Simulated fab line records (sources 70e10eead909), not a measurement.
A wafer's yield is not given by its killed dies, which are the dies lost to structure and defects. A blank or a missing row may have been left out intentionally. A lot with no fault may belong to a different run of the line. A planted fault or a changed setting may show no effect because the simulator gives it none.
Code-filled problem report in 8D (eight disciplines) form / flow nand harc / the parts of the form that need people (team, actions taken, sign-off) are left out

1. THE ISSUE
heater power total W at NHARC_P_M1_SOFTBAKE_04 reads a mean of 176.62 W on 6 wafers of 2 lots; wafers without a fault read 188.45 W with a standard deviation of 0.13. That puts it -91 standard deviations away from the usual mean.
The step: time 55 s.
Earliest sighting: wafer L617.1 on litho track-06 at day 14 19:00. Wafers with a number at this step in the record: 33, from 11 lots. The rule behind "out" and "out of limits": a value lying over 4 standard deviations away from the usual mean. The rest of the wafers with a number are treated as sound.

2. WHAT THIS IS AND IS NOT
question=which readings at this step; is=heater power total W; is not=exhaust pa
question=which lots; is=L617, L619; is not=L598, L599, L600, L601, L606, L607, L608, L609, L612
question=which wafers of those lots; is=all that have a number; is not=-
question=read on which tools; is=litho track-06; is not=litho track-01, litho track-04
question=when; is=from day 14 19:00; is not=up to then (27 sound wafers)

3. THE SUSPECTS, EACH WITH WHAT RULES IT OUT
Counting: any tool at a process step up to the reading is kept as a suspect provided that every lot that is out went through it and no sound lot did after the first of them.
- rtp anneal-02 at NHARC_P_M0_ANNEAL_30 (time 90 s): kept. It processed each lot that is out, first L617 at day 14 17:53, and no sound lot thereafter; up to then, the last sound lot it processed was L612 at day 12 01:56.
- litho track-06 at NHARC_P_M1_SOFTBAKE_04 (time 55 s): kept. It processed each lot that is out, first L617 at day 14 19:00, and no sound lot thereafter; up to then, the last sound lot it processed was L607 at day 10 08:00. On those wafers its own readings are out: heater power total W.
After counting, rtp anneal-02 at NHARC_P_M0_ANNEAL_30 and litho track-06 at NHARC_P_M1_SOFTBAKE_04 remain.

4. THE CAUSE (what the simulator had put in)
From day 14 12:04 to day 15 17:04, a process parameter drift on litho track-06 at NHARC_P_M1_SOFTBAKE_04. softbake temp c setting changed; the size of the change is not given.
Counting leaves 2 suspects; this tool is one of them.

5. THE CHAIN OF EFFECTS, in route order
Each row: a reading where the mean over the struck wafers with a number is more than 3 standard deviations away from the usual. Readings are gone through only where the record gives a usual standard deviation; hours: the median, over the lots, of the time from a lot's start at the first step in this table giving one to that lot's start at this step; sigmas: the change measured in usual standard deviations.
hours=0; step=NHARC_P_M1_SOFTBAKE_04; reading=heater power total W; usual=188.45 W; on struck wafers=176.62; change=-11.83; sigmas=-91
Process steps it contains:
- NHARC_P_M1_SOFTBAKE_04: time 55 s.

6. HOW IT WOULD HAVE BEEN CAUGHT EARLIER
In this record no reading fell out of limits until day 14 19:00, 7 hours after the fault had begun at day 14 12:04.
